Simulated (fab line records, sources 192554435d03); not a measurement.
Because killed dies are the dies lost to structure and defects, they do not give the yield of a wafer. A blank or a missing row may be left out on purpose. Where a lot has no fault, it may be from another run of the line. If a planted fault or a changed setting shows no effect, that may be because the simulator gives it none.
Which of the tools did it? :: flow n5 finfet :: 24 lots with 72 wafers sampled at 4 steps, on a route of 1938 steps

WHAT EACH GAUGE READ, for each wafer
N5_BEOL_M2_THK_MEAS_53: measures by xrf. Usual: M2_THK typically reads 42.1 nm, with standard deviation 1.9.
lot: L076
measured: day 7 22:37
on: film metro-02
M2_THK (nm): 42.8 44.8 44.2
flag: 

lot: L074
measured: day 8 02:25
on: film metro-02
M2_THK (nm): 42.2 43.2 43.8
flag: 

lot: L075
measured: day 8 02:38
on: film metro-02
M2_THK (nm): 44.0 41.1 43.9
flag: 

lot: L078
measured: day 8 05:26
on: film metro-02
M2_THK (nm): 43.9 42.9 44.3
flag: 

lot: L077
measured: day 8 06:35
on: film metro-01
M2_THK (nm): 40.4 42.1 39.0
flag: 

lot: L079
measured: day 8 07:01
on: film metro-01
M2_THK (nm): 46.2 43.4 42.7
flag: 

lot: L080
measured: day 8 14:43
on: film metro-02
M2_THK (nm): 41.2 41.9 40.3
flag: 

lot: L081
measured: day 8 16:05
on: film metro-01
M2_THK (nm): 38.3 39.5 37.7
flag: 

lot: L082
measured: day 9 04:26
on: film metro-02
M2_THK (nm): 37.3 39.9 39.3
flag: 

lot: L083
measured: day 10 02:56
on: film metro-01
M2_THK (nm): 42.8 44.6 43.0
flag: 

lot: L084
measured: day 10 07:32
on: film metro-02
M2_THK (nm): 43.2 43.7 45.2
flag: 

lot: L085
measured: day 10 14:43
on: film metro-01
M2_THK (nm): 43.3 41.3 42.7
flag: 

lot: L086
measured: day 10 20:30
on: film metro-01
M2_THK (nm): 43.4 41.3 44.4
flag: 

lot: L088
measured: day 11 01:11
on: film metro-01
M2_THK (nm): 41.5 43.2 42.2
flag: 

lot: L087
measured: day 11 02:15
on: film metro-01
M2_THK (nm): 44.7 39.8 42.9
flag: 

lot: L089
measured: day 11 10:05
on: film metro-01
M2_THK (nm): 41.9 41.2 40.8
flag: 

lot: L091
measured: day 11 14:45
on: film metro-01
M2_THK (nm): 38.2 40.7 43.5
flag: 

lot: L090
measured: day 12 04:55
on: film metro-01
M2_THK (nm): 42.2 44.6 43.8
flag: 

lot: L092
measured: day 12 05:10
on: film metro-01
M2_THK (nm): 40.0 40.2 39.1
flag: 

lot: L093
measured: day 12 14:56
on: film metro-01
M2_THK (nm): 43.2 43.8 44.3
flag: 

lot: L095
measured: day 12 17:38
on: film metro-02
M2_THK (nm): 41.9 40.7 41.1
flag: 

lot: L094
measured: day 12 21:41
on: film metro-02
M2_THK (nm): 44.2 45.4 39.8
flag: 

lot: L096
measured: day 13 03:12
on: film metro-02
M2_THK (nm): 41.9 40.9 43.1
flag: 

lot: L097
measured: day 13 14:20
on: film metro-01
M2_THK (nm): 42.8 40.9 40.7
flag: 

N5_BEOL_M2_RS_MEAS_58: a four-point-probe measurement. Usual: M2_RS typically reads 0.65 ohm/sq, with standard deviation 0.037.
lot: L076
measured: day 7 22:53
on: film metro-02
M2_RS (ohm/sq): 0.64 0.60 0.61
flag: 

lot: L074
measured: day 8 02:41
on: film metro-01
M2_RS (ohm/sq): 0.65 0.63 0.62
flag: 

lot: L075
measured: day 8 02:56
on: film metro-02
M2_RS (ohm/sq): 0.61 0.66 0.61
flag: 

lot: L078
measured: day 8 05:41
on: film metro-02
M2_RS (ohm/sq): 0.62 0.63 0.60
flag: 

lot: L077
measured: day 8 06:50
on: film metro-02
M2_RS (ohm/sq): 0.69 0.65 0.72
flag: 

lot: L079
measured: day 8 07:17
on: film metro-02
M2_RS (ohm/sq): 0.58 0.62 0.64
flag: 

lot: L080
measured: day 8 14:59
on: film metro-02
M2_RS (ohm/sq): 0.67 0.65 0.68
flag: 

lot: L081
measured: day 8 16:23
on: film metro-01
M2_RS (ohm/sq): 0.73 0.70 0.74
flag: 

lot: L082
measured: day 9 04:41
on: film metro-01
M2_RS (ohm/sq): 0.76 0.69 0.71
flag: 

lot: L083
measured: day 10 03:13
on: film metro-01
M2_RS (ohm/sq): 0.63 0.60 0.63
flag: 

lot: L084
measured: day 10 07:50
on: film metro-01
M2_RS (ohm/sq): 0.63 0.62 0.59
flag: 

lot: L085
measured: day 10 15:00
on: film metro-02
M2_RS (ohm/sq): 0.62 0.66 0.63
flag: 

lot: L086
measured: day 10 20:46
on: film metro-02
M2_RS (ohm/sq): 0.62 0.65 0.59
flag: 

lot: L088
measured: day 11 01:40
on: film metro-02
M2_RS (ohm/sq): 0.66 0.62 0.65
flag: 

lot: L087
measured: day 11 02:31
on: film metro-02
M2_RS (ohm/sq): 0.59 0.69 0.62
flag: 

lot: L089
measured: day 11 10:21
on: film metro-01
M2_RS (ohm/sq): 0.65 0.66 0.67
flag: 

lot: L091
measured: day 11 15:01
on: film metro-01
M2_RS (ohm/sq): 0.74 0.68 0.62
flag: 

lot: L090
measured: day 12 05:25
on: film metro-01
M2_RS (ohm/sq): 0.65 0.61 0.62
flag: 

lot: L092
measured: day 12 05:40
on: film metro-01
M2_RS (ohm/sq): 0.69 0.69 0.71
flag: 

lot: L093
measured: day 12 15:25
on: film metro-01
M2_RS (ohm/sq): 0.63 0.62 0.61
flag: 

lot: L095
measured: day 12 17:59
on: film metro-01
M2_RS (ohm/sq): 0.65 0.67 0.66
flag: 

lot: L094
measured: day 12 22:17
on: film metro-02
M2_RS (ohm/sq): 0.61 0.59 0.70
flag: 

lot: L096
measured: day 13 03:31
on: film metro-02
M2_RS (ohm/sq): 0.64 0.67 0.62
flag: 

lot: L097
measured: day 13 14:38
on: film metro-02
M2_RS (ohm/sq): 0.63 0.67 0.68
flag: 

N5_BEOL_M2_INSPECT_59: inspects for defects (darkfield). Usual: raw defect count 74, standard deviation 25.
lot: L076
measured: day 7 22:55
on: defect inspect-01
raw defect count: 79 57 88
flag: 

lot: L074
measured: day 8 02:42
on: defect inspect-02
raw defect count: 54 52 145
flag: 

lot: L075
measured: day 8 02:58
on: defect inspect-02
raw defect count: 71 68 75
flag: 

lot: L078
measured: day 8 05:43
on: defect inspect-02
raw defect count: 53 124 96
flag: 

lot: L077
measured: day 8 06:52
on: defect inspect-02
raw defect count: 92 55 70
flag: 

lot: L079
measured: day 8 07:19
on: defect inspect-01
raw defect count: 37 94 71
flag: 

lot: L080
measured: day 8 15:00
on: defect inspect-02
raw defect count: 78 93 67
flag: 

lot: L081
measured: day 8 16:25
on: defect inspect-01
raw defect count: 84 63 68
flag: 

lot: L082
measured: day 9 04:43
on: defect inspect-02
raw defect count: 77 59 61
flag: 

lot: L083
measured: day 10 03:15
on: defect inspect-02
raw defect count: 87 57 93
flag: 

lot: L084
measured: day 10 07:52
on: defect inspect-01
raw defect count: 47 41 75
flag: 

lot: L085
measured: day 10 15:02
on: defect inspect-02
raw defect count: 66 57 98
flag: 

lot: L086
measured: day 10 20:47
on: defect inspect-01
raw defect count: 63 71 67
flag: 

lot: L088
measured: day 11 01:42
on: defect inspect-02
raw defect count: 28 88 85
flag: 

lot: L087
measured: day 11 02:32
on: defect inspect-02
raw defect count: 95 96 120
flag: 

lot: L089
measured: day 11 10:23
on: defect inspect-02
raw defect count: 52 59 63
flag: 

lot: L091
measured: day 11 15:02
on: defect inspect-01
raw defect count: 82 64 111
flag: 

lot: L090
measured: day 12 05:26
on: defect inspect-01
raw defect count: 41 37 48
flag: 

lot: L092
measured: day 12 05:41
on: defect inspect-02
raw defect count: 121 138 86
flag: 

lot: L093
measured: day 12 15:27
on: defect inspect-02
raw defect count: 70 62 71
flag: 

lot: L095
measured: day 12 18:01
on: defect inspect-02
raw defect count: 38 62 82
flag: 

lot: L094
measured: day 12 22:19
on: defect inspect-02
raw defect count: 160 113 86
flag: 

lot: L096
measured: day 13 03:32
on: defect inspect-01
raw defect count: 54 61 61
flag: 

lot: L097
measured: day 13 14:40
on: defect inspect-01
raw defect count: 55 48 77
flag: 

TOOL THAT RAN EACH LOT (tool first, then ch and the chambers of the sampled wafers, then the start)
lot: L076
N5_BEOL_M2_PRE_CLEAN_60: cvd co-02 ch 0,1,2, day 7 22:40

lot: L074
N5_BEOL_M2_PRE_CLEAN_60: cvd co-01 ch 0,2, day 8 02:27

lot: L075
N5_BEOL_M2_PRE_CLEAN_60: cvd co-02 ch 0,1, day 8 02:41

lot: L078
N5_BEOL_M2_PRE_CLEAN_60: cvd co-01 ch 0,1,2, day 8 05:28

lot: L077
N5_BEOL_M2_PRE_CLEAN_60: cvd co-02 ch 0,1,2, day 8 06:38

lot: L079
N5_BEOL_M2_PRE_CLEAN_60: cvd co-01 ch 0,2, day 8 07:03

lot: L080
N5_BEOL_M2_PRE_CLEAN_60: cvd co-01 ch 0,1, day 8 14:45

lot: L081
N5_BEOL_M2_PRE_CLEAN_60: cvd co-02 ch 0,1, day 8 16:08

lot: L082
N5_BEOL_M2_PRE_CLEAN_60: cvd co-02 ch 0,1, day 9 04:28

lot: L083
N5_BEOL_M2_PRE_CLEAN_60: cvd co-01 ch 0,1, day 10 02:58

lot: L084
N5_BEOL_M2_PRE_CLEAN_60: cvd co-02 ch 0,1, day 10 07:35

lot: L085
N5_BEOL_M2_PRE_CLEAN_60: cvd co-01 ch 0,1,2, day 10 14:45

lot: L086
N5_BEOL_M2_PRE_CLEAN_60: cvd co-01 ch 0,1,2, day 10 20:32

lot: L088
N5_BEOL_M2_PRE_CLEAN_60: cvd co-01 ch 0,2, day 11 01:27

lot: L087
N5_BEOL_M2_PRE_CLEAN_60: cvd co-01 ch 0,2, day 11 02:17

lot: L089
N5_BEOL_M2_PRE_CLEAN_60: cvd co-01 ch 0,2, day 11 10:08

lot: L091
N5_BEOL_M2_PRE_CLEAN_60: cvd co-01 ch 0,1, day 11 14:47

lot: L090
N5_BEOL_M2_PRE_CLEAN_60: cvd co-01 ch 1,2, day 12 05:11

lot: L092
N5_BEOL_M2_PRE_CLEAN_60: cvd co-01 ch 0,1, day 12 05:26

lot: L093
N5_BEOL_M2_PRE_CLEAN_60: cvd co-01 ch 0,2, day 12 15:12

lot: L095
N5_BEOL_M2_PRE_CLEAN_60: cvd co-01 ch 0,1,2, day 12 17:46

lot: L094
N5_BEOL_M2_PRE_CLEAN_60: cvd co-01 ch 1,2, day 12 22:00

lot: L096
N5_BEOL_M2_PRE_CLEAN_60: cvd co-01 ch 1,2, day 13 03:14

lot: L097
N5_BEOL_M2_PRE_CLEAN_60: cvd co-02 ch 1,2, day 13 14:22
- N5_BEOL_M2_PRE_CLEAN_60: time 15 s.

WHAT THE TOOLS THEMSELVES READ (means of the sampled wafers that have a number; where no wafer has one, the mark that the record gives instead)
N5_BEOL_M2_PRE_CLEAN_60. Usual: heater power w 98 W, standard deviation 10.
lot: L076
tool: cvd co-02
heater power w (W): 96
flag: 

lot: L074
tool: cvd co-01
heater power w (W): 106
flag: 

lot: L075
tool: cvd co-02
heater power w (W): 98
flag: 

lot: L078
tool: cvd co-01
heater power w (W): 98
flag: 

lot: L077
tool: cvd co-02
heater power w (W): 95
flag: 

lot: L079
tool: cvd co-01
heater power w (W): 106
flag: 

lot: L080
tool: cvd co-01
heater power w (W): 91
flag: 

lot: L081
tool: cvd co-02
heater power w (W): 103
flag: 

lot: L082
tool: cvd co-02
heater power w (W): 101
flag: 

lot: L083
tool: cvd co-01
heater power w (W): 92
flag: 

lot: L084
tool: cvd co-02
heater power w (W): 99
flag: 

lot: L085
tool: cvd co-01
heater power w (W): 100
flag: 

lot: L086
tool: cvd co-01
heater power w (W): 99
flag: 

lot: L088
tool: cvd co-01
heater power w (W): 108
flag: 

lot: L087
tool: cvd co-01
heater power w (W): 107
flag: 

lot: L089
tool: cvd co-01
heater power w (W): 109
flag: 

lot: L091
tool: cvd co-01
heater power w (W): 92
flag: 

lot: L090
tool: cvd co-01
heater power w (W): 100
flag: 

lot: L092
tool: cvd co-01
heater power w (W): 91
flag: 

lot: L093
tool: cvd co-01
heater power w (W): 107
flag: 

lot: L095
tool: cvd co-01
heater power w (W): 99
flag: 

lot: L094
tool: cvd co-01
heater power w (W): 97
flag: 

lot: L096
tool: cvd co-01
heater power w (W): 106
flag: 

lot: L097
tool: cvd co-02
heater power w (W): 92
flag: 

THE ANSWER, worked out from the rows above alone
Rule: take the mean of a lot's wafers that have a number; if it is more than 3 standard deviations from the usual mean, the lot is off. A lot without any number at a reading at which 4 lots or more have one is off too. Any other lot the step has rows for is counted as sound. Order of review: gauges by route order, followed by the tools' own readings, for which a lot's mean as printed above is used. At the first step where some lot is off, the reading lying furthest off is the one used; lots without a number count as furthest.
None of the lots is off at any reading shown; this tells nothing.

WHAT THE SIMULATOR HAD INSERTED
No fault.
